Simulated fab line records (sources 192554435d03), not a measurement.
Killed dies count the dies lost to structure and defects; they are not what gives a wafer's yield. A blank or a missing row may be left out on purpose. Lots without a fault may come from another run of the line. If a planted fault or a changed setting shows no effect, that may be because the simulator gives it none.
fab line records    flow n5-finfet
[record] lots = 12  wafers = 35  last-day = 16
route steps=1938 shown BEOL_M4@1088 PASSIVATION@1910
lots untouched by any fault: they come from a run of this same line in which no faults occurred
start-h: hours from the record's opening day to when the first of the lot's shown wafers began    wait-h: how many hours have passed since the lot's step before this one    " identical to the entry in the row above    L1.1+2: a single row standing in for several wafers    - value missing, or start not given    * or withheld: withheld    < > ~ a bound
route shown NAME@n: NAME is a module with steps in the file, n the number in the route of the first one    usual: the fault-free wafers' mean and standard deviation    same: alike in all rows    chamber/n: place in a boat    sites: per-site readings    _std_site: standard deviation of those values    _edge_site: inner sites' mean taken away from outer sites' mean    radius-mm: how far each site lies from the wafer's centre    mask NAME#n: copy n    behind: the last tool/chamber to shape the wafer    hold: why the lot was held/for how many hours/how that ended    device: whichever transistor did not switch (one of n, p or np)    end of line: tests run on the same wafers once the route is complete    a step without rows: its recipe alone    killed: dies lost to structure and defects at the first sort, not the wafer's yield    map: a wafer's dies, x killed, . not, _ none there
set.NAME: the setting as run; set.NAME@STEP: as run at that earlier step    model.NAME: the simulator's own value behind a step, which no gauge read
a sample of lots followed through the steps of the route, with each step as a table and each wafer as a row
services: a tool's chamber out of use, with start hour (start-h, from the record's first day; less than 0 if before it), hours out, and reason
[[steps]]
[step N5_BEOL_M4_SPUTTER_81]
[recipe] material = Cu  target-thk-a = 45  temp-c = -20  chamber-pressure-pa = 0.07  power-w = withheld  time-s = 8.29
[usual] throttle-valve-pct = 29.9/1.1
lot.wafer  tool            chamber  start-h  wait-h  throttle-valve-pct
L198.1     pvd-sputter-03  -        160.24   0.1     32.1
L198.5     "               -        "        "       31.6
L198.6     "               -        "        "       28.4
L199.3     pvd-sputter-03  -        167.33   0.1     28.7
L199.4     "               -        "        "       28.6
L199.6     "               -        "        "       28.7
L200.3     pvd-sputter-03  -        177.13   0.1     29.9
L200.5     "               -        "        "       28.7
L202.1     pvd-sputter-03  -        186.15   0.1     31.9
L202.3     "               -        "        "       28.8
L202.5     "               -        "        "       32.0
L203.2     pvd-sputter-02  -        189.37   0.1     31.4
L203.3     "               -        "        "       28.3
L203.6     "               -        "        "       29.7
L204.3     pvd-sputter-03  -        212.81   0.1     32.0
L204.5     "               -        "        "       31.9
L204.6     "               -        "        "       29.6
L205.1     pvd-sputter-01  -        217.85   0.1     29.8
L205.3     "               -        "        "       29.8
L205.6     "               -        "        "       29.8
L206.1     pvd-sputter-02  -        234.48   0.1     29.5
L206.4     "               -        "        "       31.5
L206.5     "               -        "        "       28.5
L208.2     pvd-sputter-01  -        248.97   0.1     31.2
L208.4     "               -        "        "       30.0
L208.5     "               -        "        "       29.8
L209.1     pvd-sputter-02  -        249.55   0.1     31.4
L209.3     "               -        "        "       29.7
L209.6     "               -        "        "       29.7
L210.1     pvd-sputter-01  -        250.81   0.1     29.7
L210.3     "               -        "        "       29.9
L210.4     "               -        "        "       29.5
L214.2     pvd-sputter-01  -        260.25   0.1     30.8
L214.5     "               -        "        "       29.4
L214.6     "               -        "        "       29.9
[step N5_PASSIVATION_ETCH_59]
[recipe] chemistry = Cl2/BCl3  target = TaN  target-depth-a = 650  time-s = 34.9  ion-energy-ev = 100  pressure-mtorr = 10  icp-w = 900  bias-w = 100  Cl2_flow_sccm = 60  bcl3-flow-sccm = 30
[usual] bcl3-flow-sccm = 30.00/0.077  drypump-motor-current-A = 5.8/0.49  oes-product-au = 0.84/0.091  throttle-valve-pct = 21.06/0.26
lot.wafer  tool          chamber  start-h  wait-h  bcl3-flow-sccm  drypump-motor-current-A  oes-product-au  rf-hours-counter-h  throttle-valve-pct
L198.1     rie-metal-01  0        265.32   0.3     30.09           4.9                      0.64            115                 20.96
L198.5     "             0        "        "       29.94           4.8                      0.64            -                   20.95
L198.6     "             1        "        "       30.04           5.8                      0.77            -                   20.79
L199.3     rie-metal-01  0        274.07   0.2     30.14           4.9                      0.64            -                   20.97
L199.4     "             1        "        "       29.95           5.8                      0.77            -                   20.79
L199.6     "             1        "        "       29.90           5.8                      0.77            -                   20.78
L200.3     rie-metal-03  1        297.22   0.2     30.13           5.4                      0.88            -                   21.17
L200.5     "             0        "        "       29.91           5.9                      0.66            -                   21.78
L202.1     rie-metal-02  1        298.80   0.3     30.20           6.2                      0.91            3                   20.98
L202.3     "             1        "        "       30.10           6.2                      0.91            -                   20.97
L202.5     "             0        "        "       29.89           6.5                      0.91            -                   21.02
L203.2     rie-metal-02  1        302.23   0.3     30.10           6.2                      0.92            4                   20.95
L203.3     "             0        "        "       30.08           6.5                      0.90            -                   21.01
L203.6     "             0        "        "       30.07           6.5                      0.91            -                   21.01
L204.3     rie-metal-03  1        314.54   0.2     29.86           5.4                      0.86            -                   21.21
L204.5     "             1        "        "       30.07           5.4                      0.86            -                   21.19
L204.6     "             0        "        "       30.18           5.9                      0.65            -                   21.79
L205.1     rie-metal-01  1        315.33   0.7     29.99           5.8                      0.76            51                  20.80
L205.3     "             1        "        "       29.92           5.8                      0.76            -                   20.78
L205.6     "             1        "        "       29.94           5.8                      0.75            -                   20.82
L206.1     rie-metal-03  1        345.81   0.7     29.97           5.4                      0.84            27                  21.21
L206.4     "             1        "        "       29.86           5.5                      0.85            -                   21.22
L206.5     "             1        "        "       29.86           5.4                      0.85            -                   21.19
L209.1     rie-metal-02  1        350.96   0.3     29.90           6.2                      0.89            9                   20.96
L209.3     "             0        "        "       30.00           6.5                      0.88            -                   21.03
L209.6     "             0        "        "       30.00           6.5                      0.89            -                   21.03
L208.2     rie-metal-02  1        367.71   0.3     30.04           6.2                      0.87            10                  20.97
L208.4     "             0        "        "       30.03           6.5                      0.88            -                   21.04
L208.5     "             1        "        "       29.92           6.2                      0.87            -                   20.97
L210.1     rie-metal-03  1        370.66   0.3     30.00           5.5                      0.85            30                  21.19
L210.3     "             1        "        "       30.02           5.4                      0.84            -                   21.19
L210.4     "             0        "        "       30.16           5.9                      0.99            -                   21.22
L214.2     rie-metal-02  1        376.13   0.3     29.97           6.2                      0.85            12                  20.98
L214.5     "             1        "        "       29.94           6.2                      0.85            -                   21.00
L214.6     "             0        "        "       30.13           6.5                      0.85            -                   21.05
[step N5_PASSIVATION_STRIP_34]
[recipe] chemistry = O2  power-w = 600  temp-c = 60  pressure-mtorr = 30  rf-frequency-hz = 6e+07  bias-power-w = 0  overash-fraction = 2  o2-flow-sccm = 225
[usual] drypump-motor-current-A = 5.6/0.41  oes-product-au = 0.81/0.078  rf-vpp-V = 3.7/1.5  showerhead-plenum-p-Torr = 2.16/0.068  throttle-valve-pct = 16.68/0.19
lot.wafer  tool         chamber  start-h  wait-h  drypump-motor-current-A  oes-product-au  rf-hours-counter-h  rf-vpp-V  showerhead-plenum-p-Torr  throttle-valve-pct
L198.1     rie-diel-05  0        265.44   0.1     4.7                      0.82            71                  3.2       2.13                      16.45
L198.5     "            0        "        "       4.7                      0.85            -                   4.1       2.13                      16.39
L198.6     "            1        "        "       5.5                      0.74            -                   3.9       2.04                      16.93
L199.3     rie-diel-01  0        274.15   0.1     5.8                      0.87            44                  5.2       2.14                      16.69
L199.4     "            0        "        "       5.8                      0.89            -                   1.3       2.14                      16.69
L199.6     "            2        "        "       5.9                      0.90            -                   3.5       2.27                      16.89
L200.3     rie-diel-03  1        297.43   0.2     5.0                      0.87            40                  4.3       2.20                      16.46
L200.5     "            2        "        "       6.0                      0.82            -                   5.5       2.22                      16.47
L202.1     rie-diel-03  1        299.14   0.3     5.0                      0.88            41                  2.6       2.20                      16.46
L202.3     "            0        "        "       5.5                      0.72            227                 4.5       1.98                      17.11
L202.5     "            2        "        "       6.0                      0.84            -                   3.3       2.22                      16.47
L203.2     rie-diel-01  0        302.50   0.2     5.8                      0.89            57                  4.0       2.14                      16.67
L203.3     "            2        "        "       5.9                      0.89            47                  8.5       2.26                      16.91
L203.6     "            3        "        "       5.6                      0.73            -                   3.5       2.11                      16.64
L204.3     rie-diel-05  3        314.63   0.1     6.3                      0.85            62                  1.5       2.06                      16.37
L204.5     "            0        "        "       4.7                      0.83            -                   2.2       2.13                      16.44
L204.6     "            1        "        "       5.6                      0.75            -                   2.9       2.04                      16.94
L205.1     rie-diel-01  2        315.54   0.2     5.9                      0.88            52                  6.6       2.26                      16.97
L205.3     "            1        "        "       5.0                      0.93            15                  6.4       2.15                      16.66
L205.6     "            3        "        "       5.6                      0.73            -                   4.9       2.10                      16.62
L206.1     rie-diel-03  1        346.09   0.2     5.0                      0.83            57                  3.3       2.20                      16.50
L206.4     "            0        "        "       5.5                      0.69            -                   4.0       1.97                      17.19
L206.5     "            1        "        "       5.0                      0.83            -                   3.0       2.20                      16.46
L209.1     rie-diel-05  2        351.08   0.1     5.7                      0.98            13                  3.1       2.06                      16.59
L209.3     "            0        "        "       4.7                      0.81            91                  2.7       2.12                      16.57
L209.6     "            3        "        "       6.3                      0.84            -                   1.7       2.06                      16.35
L208.2     rie-diel-01  3        367.82   0.1     5.6                      0.70            179                 6.1       2.10                      16.64
L208.4     "            0        "        "       5.8                      0.79            80                  4.1       2.13                      16.74
L208.5     "            2        "        "       5.9                      0.83            -                   3.7       2.25                      17.01
L210.1     rie-diel-03  2        370.78   0.1     6.0                      0.79            108                 5.4       2.20                      16.51
L210.3     "            3        "        "       5.4                      0.71            157                 2.1       2.18                      16.74
L210.4     "            1        "        "       5.0                      0.83            -                   4.6       2.19                      16.49
L214.2     rie-diel-01  2        376.25   0.1     5.9                      0.84            74                  2.8       2.25                      17.04
L214.5     "            3        "        "       5.6                      0.70            -                   4.3       2.10                      16.63
L214.6     "            2        "        "       6.0                      0.86            -                   2.1       2.25                      16.94
[step N5_PASSIVATION_PROBE_49]
[usual] defect-limited-yield = 91.0/1.4  killed_at_M0_to_M3 = 35/10  killed_at_M4_up = 14/5.5  killed-at-contacts = 13/5.6  killed-at-front-end = 41/11  killed-at-other = 4/3.4  killed-dies = 106/16  killed-on-rim = 13/4  killed-open = 68/12  killed-short = 35/7.3  sort_bin_4_leakage = 0.3/2.1  sort_bin_5_function = 5.3/0.89  sort_bin_6_memory = 3.4/0.67  sort-n-pass = 1070/28  sort-yield-pct = 90.7/2.4
[same] gross-dies = 1180  killed-at-back-side = 0  sort_bin_8_speed[%] = 0
lot.wafer  tool       chamber  start-h  wait-h  defect-limited-yield[%]  killed_at_M0_to_M3  killed_at_M4_up  killed-at-contacts  killed-at-front-end  killed-at-other  killed-dies  killed-on-rim  killed-open  killed-short  sort_bin_4_leakage[%]  sort_bin_5_function[%]  sort_bin_6_memory[%]  sort-n-pass  sort-yield-pct[%]
L202.1     prober-02  -        304.63   0.0     91.4                     34                  18               24                  25                   1                102          17             65           34            0                      5.2                     3.3                   1078         91.4
L202.3     prober-02  -        304.73   0.1     91.0                     38                  11               14                  35                   8                106          14             68           37            0.3                    5.0                     3.4                   1071         90.8
L202.5     prober-02  -        304.83   0.2     90.8                     40                  16               9                   43                   0                108          19             78           28            0                      6.2                     3.0                   1072         90.8
L204.3     prober-01  -        319.14   0.1     89.5                     41                  22               10                  50                   1                124          17             82           38            0                      6.1                     3.9                   1056         89.5
L204.5     prober-01  -        319.24   0.2     88.4                     43                  11               5                   68                   10               137          21             83           51            0                      6.9                     4.2                   1043         88.4
L204.6     prober-01  -        319.29   0.3     88.3                     40                  24               13                  60                   1                138          23             93           42            1.0                    6.3                     4.6                   1030         87.3
L206.1     prober-02  -        350.52   0.0     88.7                     40                  7                9                   64                   13               133          13             93           38            0                      6.7                     4.2                   1047         88.7
L206.4     prober-02  -        350.67   0.2     89.2                     55                  9                11                  42                   10               127          16             75           50            0                      5.9                     4.4                   1053         89.2
L206.5     prober-02  -        350.72   0.2     91.5                     41                  11               8                   36                   4                100          11             65           35            0                      5.3                     3.0                   1080         91.5
L210.4     prober-02  -        376.63   0.2     92.1                     32                  8                13                  40                   0                93           16             62           29            0                      4.7                     3.1                   1087         92.1
L214.2     prober-02  -        380.61   0.1     87.3                     54                  15               24                  51                   6                150          20             93           52            0                      7.5                     4.6                   1030         87.3
L214.5     prober-02  -        380.76   0.2     89.8                     56                  13               16                  31                   4                120          20             74           39            0                      5.8                     3.5                   1060         89.8
L214.6     prober-02  -        380.81   0.3     86.3                     35                  78               15                  32                   2                162          30             66           34            0                      8.5                     4.0                   1018         86.3
// killed by level:class
L202.1 MOL_CONTACT_COAG:geometric-particle:open=19 BEOL_M0_SAQP:geometric-particle:open=7 BEOL_M0_SAQP:geometric-particle:short=7 STI_FIN_REVEAL:geometric-particle:open=6 BEOL_M2:geometric-particle:open=6 BEOL_M4:geometric-particle:open=6 FIN_SAQP:geometric-particle:short=5 FIN_SAQP:geometric-particle:open=4
L202.3 MOL_CONTACT_COAG:geometric-particle:open=11 BEOL_M2:geometric-particle:open=11 FIN_SAQP:geometric-particle:short=9 BEOL_M0_SAQP:geometric-particle:open=8 STI_FIN_REVEAL:geometric-particle:open=7 BEOL_M1:geometric-particle:open=7 BEOL_M2:geometric-particle:short=6 GATE_CUT:geometric-particle:short=5
L202.5 BEOL_M1:geometric-particle:open=14 BEOL_M4:geometric-particle:open=10 MOL_CONTACT_COAG:geometric-particle:open=8 STARTING-WAFER:geometric-particle:open=8 BEOL_M2:geometric-particle:open=8 FIN_SAQP:geometric-particle:open=7 FIN_SAQP:geometric-particle:short=6 STI_FIN_REVEAL:geometric-particle:open=6
L204.3 FIN_SAQP:geometric-particle:open=17 BEOL_M0_SAQP:geometric-particle:open=13 BEOL_M4:geometric-particle:open=11 FIN_SAQP:geometric-particle:short=9 BEOL_M0_SAQP:geometric-particle:short=9 BEOL_M2:geometric-particle:open=9 MOL_CONTACT_COAG:geometric-particle:open=8 GATE_CUT:geometric-particle:short=4
L204.5 FIN_SAQP:geometric-particle:short=18 STI_FIN_REVEAL:geometric-particle:open=17 FIN_SAQP:geometric-particle:open=16 BEOL_M0_SAQP:geometric-particle:open=13 BEOL_M0_SAQP:geometric-particle:short=12 BEOL_M2:geometric-particle:open=9 BEOL_M4:geometric-particle:open=6 GATE_CUT:geometric-particle:short=5
L204.6 BEOL_M0_SAQP:geometric-particle:open=23 BEOL_M4:geometric-particle:open=15 FIN_SAQP:geometric-particle:open=13 FIN_SAQP:geometric-particle:short=12 MOL_CONTACT_COAG:geometric-particle:open=12 STI_FIN_REVEAL:geometric-particle:open=11 BEOL_M0_SAQP:geometric-particle:short=10 GATE_CUT:geometric-particle:open=7
L206.1 STI_FIN_REVEAL:geometric-particle:open=18 FIN_SAQP:geometric-particle:open=11 BEOL_M1:geometric-particle:open=11 BEOL_M3:geometric-particle:open=10 DUMMY_GATE:geometric-particle:open=9 GATE_CUT:geometric-particle:short=8 FIN_SAQP:geometric-particle:short=7 MOL_CONTACT_COAG:geometric-particle:open=7
L206.4 BEOL_M0_SAQP:geometric-particle:short=18 FIN_SAQP:geometric-particle:short=11 BEOL_M1:geometric-particle:open=11 FIN_SAQP:geometric-particle:open=10 MOL_CONTACT_COAG:geometric-particle:open=9 BEOL_M0_SAQP:geometric-particle:open=8 DUMMY_GATE:geometric-particle:open=6 BEOL_M0:geometric-particle:open=4
L206.5 BEOL_M0_SAQP:geometric-particle:open=11 STI_FIN_REVEAL:geometric-particle:open=10 BEOL_M1:geometric-particle:open=10 MOL_CONTACT_COAG:geometric-particle:open=7 BEOL_M1:geometric-particle:short=7 DUMMY_GATE:geometric-particle:open=6 FIN_SAQP:geometric-particle:short=5 BEOL_M0_SAQP:geometric-particle:short=5
L210.4 BEOL_M1:geometric-particle:open=15 FIN_SAQP:geometric-particle:open=14 FIN_SAQP:geometric-particle:short=10 MOL_CONTACT_COAG:geometric-particle:open=7 BEOL_M0_SAQP:geometric-particle:short=7 STI_FIN_REVEAL:geometric-particle:open=5 MOL_CONTACT_COAG:geometric-particle:short=4 GATE_CUT:geometric-particle:short=3
L214.2 BEOL_M0_SAQP:geometric-particle:short=19 MOL_CONTACT_COAG:geometric-particle:open=18 BEOL_M0_SAQP:geometric-particle:open=16 FIN_SAQP:geometric-particle:open=14 BEOL_M2:geometric-particle:open=13 FIN_SAQP:geometric-particle:short=9 BEOL_M4:geometric-particle:open=8 MOL_CONTACT_COAG:geometric-particle:short=6
L214.5 BEOL_M0_SAQP:geometric-particle:short=20 MOL_CONTACT_COAG:geometric-particle:open=14 BEOL_M0_SAQP:geometric-particle:open=13 BEOL_M4:geometric-particle:open=7 BEOL_M1:geometric-particle:open=7 BEOL_M2:geometric-particle:open=7 DUMMY_GATE:geometric-particle:open=5 HKMG_FIN:area-etch=5
L214.6 BEOL_M4:unspecified=56 MOL_CONTACT_COAG:geometric-particle:open=14 BEOL_M0_SAQP:geometric-particle:open=11 BEOL_M0_SAQP:geometric-particle:short=8 FIN_SAQP:geometric-particle:short=7 BEOL_M2:geometric-particle:open=7 BEOL_M4:geometric-particle:open=7 STI_FIN_REVEAL:geometric-particle:open=6
[[services]]
tool            chamber  start-h  hours  kind
rie-metal-03    -        140.87   57.9   repair
rie-diel-01     0        141.30   -      clean
rie-diel-01     0        141.30   -      consumable-replace:focus-ring
rie-diel-01     0        141.30   18.6   scheduled-down
rie-diel-01     0        141.30   18.6   vent-cycle
rie-metal-02    0        145.50   5.4    repair
rie-diel-01     2        159.92   -      clean
rie-diel-01     2        159.92   -      consumable-replace:focus-ring
rie-diel-01     2        159.92   -      consumable-replace:showerhead
rie-diel-01     2        159.92   23.7   scheduled-down
rie-diel-01     2        159.92   23.7   vent-cycle
rie-diel-03     0        167.94   1.8    repair
rie-diel-01     3        233.35   4.4    repair
rie-metal-01    1        235.56   4.2    repair
rie-diel-05     2        248.24   5.7    repair
rie-diel-03     1        260.43   9.6    repair
rie-diel-03     3        273.20   6.0    repair
rie-metal-02    -        279.08   0.3    repair
rie-diel-05     -        280.28   28.1   pm
rie-metal-01    0        310.11   4.5    repair
rie-diel-03     1        316.51   4.1    repair
pvd-sputter-03  -        316.53   4.6    repair
rie-diel-03     2        343.20   4.2    repair
pvd-sputter-02  -        361.06   3.8    repair
[[key]]
[first-sign] step = N5_PASSIVATION_PROBE_49  reading = killed_at_M4_up  direction = up  sigmas = 12  usual = 14  struck = 78
[effect] step = N5_PASSIVATION_PROBE_49  reading = killed-dies  direction = up  sigmas = 3.4  usual = 106  struck = 162
[more-kills-born-at] N5_BEOL_M4_SPUTTER_81@pvd-sputter-01 = 56
met-at N5_BEOL_M4_SPUTTER_81
struck-lots L214
struck-wafers L214.6
not-acting-at N5_PASSIVATION_ETCH_59,N5_PASSIVATION_STRIP_34
onset-between 250.81 260.25
[fault] kind = chamber-particle-source  tool = pvd-sputter-01  chamber = -  onset-h = 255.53  steps = N5_BEOL_M4_SPUTTER_81  rate-per-visit-cm2 = 1.1294  end-h = 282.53  scope = struck-wafers-only
